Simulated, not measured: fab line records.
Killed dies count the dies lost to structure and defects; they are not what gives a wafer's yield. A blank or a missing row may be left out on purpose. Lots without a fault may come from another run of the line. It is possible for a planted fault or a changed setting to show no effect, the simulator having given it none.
Matching of chambers | flow n5 finfet | rie diel-02 running N5_BEOL_M5_ETCH_68: 4 sister chambers
The step etches SOC in N2/H2, target depth 80 nm, overetch 16 nm, time 120 s. 4 wafers are shown with their chamber, then 9 later ones without.

== EACH WAFER AND ITS CHAMBER ==
wafer  | chamber | showerhead plenum p Torr (Torr)
L086.2 | 3       | 2.50
L086.6 | 1       | 2.45
L087.3 | 2       | 2.63
L087.5 | 0       | 2.50

== WAFERS WITH NO CHAMBER GIVEN ==
wafer  | showerhead plenum p Torr (Torr)
L091.3 | 2.50
L091.4 | 2.50
L091.6 | 2.45
L093.4 | 2.44
L093.5 | 2.50
L093.6 | 2.63
L097.1 | 2.50
L097.3 | 2.44
L097.5 | 2.62

== CHAMBER TAKEN BY EACH ==
wafer  | from the rows above     | in truth
L091.3 | can't be placed: 0 or 3 | 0
L091.4 | can't be placed: 0 or 3 | 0
L091.6 | 1                       | 1
L093.4 | 1                       | 1
L093.5 | can't be placed: 0 or 3 | 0
L093.6 | 2                       | 2
L097.1 | can't be placed: 0 or 3 | 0
L097.3 | 1                       | 1
L097.5 | 2                       | 2
5 of 9 placed correctly. Unplaceable from these rows: 4, with the true chamber sitting among the candidates in 4. Placed wrongly: 0.
How it was worked out, from the rows above alone: a wafer's distance from a chamber is the root of the sum, over the readings, of the square of ((its reading less the chamber's mean) divided by the reading's scatter). The wafer belongs to the nearest chamber; if the next one is less than 2 further off, it can't be placed. Each chamber's mean is taken over the wafers shown for it. The scatter (one wafer shown for each chamber): square how far every hidden wafer sits from the nearest shown wafer, average those squares and take the square root.
